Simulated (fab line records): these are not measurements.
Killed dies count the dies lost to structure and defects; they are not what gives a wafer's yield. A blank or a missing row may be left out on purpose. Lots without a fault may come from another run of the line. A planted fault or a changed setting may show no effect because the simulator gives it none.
A struck lot beside a sound one | flow n5_finfet | 41 steps out of a route of 1938
Sound: wafers L436.2, L436.3, L436.4. Struck: wafer L454.2. (L454.3, L454.4 of the same lot were not struck and are left out.) The cause comes at the end.
Each step with rows lists, per side, the tool, then ch with its chambers, then its first start. Under that, the readings that differ: sound wafers | struck wafers | difference of the means | sigmas: that difference in standard deviations of wafers without a fault.
alike: same words and numbers on both sides, and readings whose means sit less than 2 such deviations apart. not compared: any withheld reading, any reading some wafer has no value for, any bound like >300 that may hide the same value, and any number with overlapping values for which the record gives no deviation.
A row with sigmas, a row that says differs or no value, or rows on one side alone: a step with any of these is where the two part. Non-overlapping numbers with no deviation appear without sigmas and do not part them. A reading that every wafer of one side lacks parts them only if that side has two wafers or more.

N5_SDB_CD_MEAS_11: target cd 50 nm.
  sound on cd_sem-02 ch 0, day 4 17:15; struck on cd_sem-01 ch 0, day 9 07:13
  alike: cd_nm
N5_SDB_OVL_MEAS_12:
  sound on overlay-02 ch 0, day 4 17:17; struck on overlay-01 ch 0, day 9 07:15
  alike: SDB_OVL
N5_SDB_INSPECT_13: inspects for defects (brightfield).
  sound: defect_inspect-02 at day 4 17:18; struck: defect_inspect-02 at day 9 07:17
  alike: raw_defect_count
N5_SDB_DESCUM_16: chemistry O2, time 7.9 s.
  sound on rie_diel-06 ch 0,2,3, day 4 17:29; struck on rie_diel-02 ch 3, day 9 07:19
  reading      | sound             | struck | difference | sigmas
  rf_vpp_V (V) | 242.2 240.6 243.9 | 244.7  | +2.5       | +2
  alike: drypump_motor_current_A, oes_product_au, showerhead_plenum_p_Torr, throttle_valve_pct
  not compared: rf_hours_counter_h
then, 4 steps without rows for these wafers: N5_SDB_ETCH_17 (etches SiARC in CF4, target depth 23.4 nm, time 39 s); N5_SDB_ETCH_18 (etches SOC in N2/H2, target depth 100 nm, overetch 20 nm, time 150 s); N5_SDB_STRIP_19 (strips in N2/H2); N5_SDB_STRIP_21 (strips in CF4).
N5_SDB_HM_OPEN_20: chemistry CH3F/O2, target SiNx, stops on poly-Si, target depth 24 nm.
  sound on rie_diel-06 ch 0,2,3, day 4 17:42; struck on rie_diel-02 ch 3, day 9 07:32
  alike: drypump_motor_current_A, oes_product_au, rf_vpp_V, showerhead_plenum_p_Torr, throttle_valve_pct
  not compared: rf_hours_counter_h
then, 3 steps without rows for these wafers: N5_SDB_STRIP_22 (strips in N2/H2); N5_SDB_PRECLEAN_23 (cleans in dHF, time 30 s); N5_SDB_DUMMY_REMOVE_24 (chemistry TMAH, target poly-Si, stops on SiO2, target depth 142 nm, time 57 s, rinse time 30 s).
N5_SDB_ETCH_25: etches SiO2 in C4F6/O2, target depth 10 nm, time 3.3 s.
  sound on rie_diel-02 ch 0,1,3, day 4 18:01; struck on rie_diel-02 ch 1, day 9 07:50
  alike: drypump_motor_current_A, oes_product_au, rf_vpp_V, showerhead_plenum_p_Torr, throttle_valve_pct
  not compared: rf_hours_counter_h
N5_SDB_CUT_ETCH_26: etches Si in HBr/Cl2/O2, target depth 129.6 nm, bt time 20 s, time 51.8 s.
  sound on rie_si-02 ch 0,1,2, day 4 18:06; struck on rie_si-04 ch 1, day 9 07:55
  alike: drypump_motor_current_A, he_backside_leak_sccm, oes_product_au, throttle_valve_pct
  not compared: rf_hours_counter_h
then, 4 steps without rows for these wafers: N5_SDB_PRECLEAN_38 (cleans in dHF, time 10 s); N5_SDB_PRECLEAN_39 (cleans in O3/DIW, time 45 s); N5_SDB_SRD_28 (time 30 s); N5_SDB_ALD_29 (deposits SiNx, target thk 30 nm, pulse time 1 s, ald cycles 600).
N5_SDB_CMP_30: polishes, stops on poly-Si, t overpolish 1.54 s, target thk 30 nm.
  sound on cmp-03 ch 1,2,3, day 4 21:43; struck on cmp-03 ch 3, day 9 10:50
  alike: head_pressure_psi, motor_current_A, overpolish_run_s, time_to_endpoint_s
N5_SDB_THK_MEAS_31:
  sound: film_metro-01 at day 4 22:01; struck: film_metro-02 at day 9 11:08
  alike: SDB_THK
then, 8 steps without rows for these wafers: N5_DUMMY_REMOVAL_HM_STRIP_01 (strips SiNx in CH3F/O2, stops on poly-Si, target depth 4 nm, time 6.8 s); N5_DUMMY_REMOVAL_STRIP_10 (strips in N2/H2, time 40 s); N5_DUMMY_REMOVAL_PRECLEAN_07 (cleans in dHF, time 30 s); N5_DUMMY_REMOVAL_DUMMY_REMOVE_02 (chemistry TMAH, target poly-Si, stops on SiO2, target depth 142 nm, time 57 s, rinse time 30 s); N5_DUMMY_REMOVAL_PRECLEAN_08 (cleans in NF3:NH3, afs cycles 2, time 20 s, sublimation time 60 s); N5_DUMMY_REMOVAL_PRECLEAN_04 (cleans in DHF, time 37 s); N5_DUMMY_REMOVAL_SRD_05 (time 30 s); N5_HKMG_FIN_IL_REGROW_00 (material SiO2, chemistry O3, target thk 0.75 nm, time 30 s).
N5_HKMG_FIN_HK_ALD_01: deposits HfO2, target thk 1.6 nm, pulse time 3 s, purge time 3 s.
  sound on ald_hk-03 ch 0,2,3, day 4 22:38; struck on ald_hk-01 ch 3, day 9 11:44
  reading                    | sound             | struck | difference | sigmas
  precursor_pulse_height_rel | 0.998 0.993 0.988 | 1.044  | +0.051     | +3
then, 11 steps without rows for these wafers: N5_HKMG_FIN_HK_ANNEAL_02 (time 30 s); N5_HKMG_FIN_ALD_74 (deposits La2O3, target thk 0.5 nm, pulse time 6 s, co reactant pulse time 1 s); N5_HKMG_FIN_ALD_75 (deposits Al2O3, target thk 1 nm, co reactant pulse time 1 s); N5_HKMG_FIN_COAT_41 (time 60 s, resist thk 300 nm); N5_HKMG_FIN_COAT_42 (time 60 s, resist thk 35 nm); N5_HKMG_FIN_COAT_43 (resist thk 90 nm); N5_HKMG_FIN_EBR_45; N5_HKMG_FIN_SOFTBAKE_44 (time 60 s); N5_HKMG_FIN_EXPOSE_46 (exposes mask NDIPOLE); N5_HKMG_FIN_PEB_47 (peb time 60 s); N5_HKMG_FIN_DEVELOP_48 (develop time 30 s).
-- the record jumps here: 8 days lie between the struck wafers' starts before and after (it left off in module HKMG_FIN and takes up again in module PASSIVATION, whose first step shown is number 1936 of the route) --
N5_PASSIVATION_PROBE_49:
  rows exist in the record for the struck wafers here (prober-02, day 17 21:52), but not for the sound ones

== WHERE THEY PART ==
Last at N5_PASSIVATION_PROBE_49 as far as this record goes, first at N5_SDB_DESCUM_16.

WHY: what the simulator had put in
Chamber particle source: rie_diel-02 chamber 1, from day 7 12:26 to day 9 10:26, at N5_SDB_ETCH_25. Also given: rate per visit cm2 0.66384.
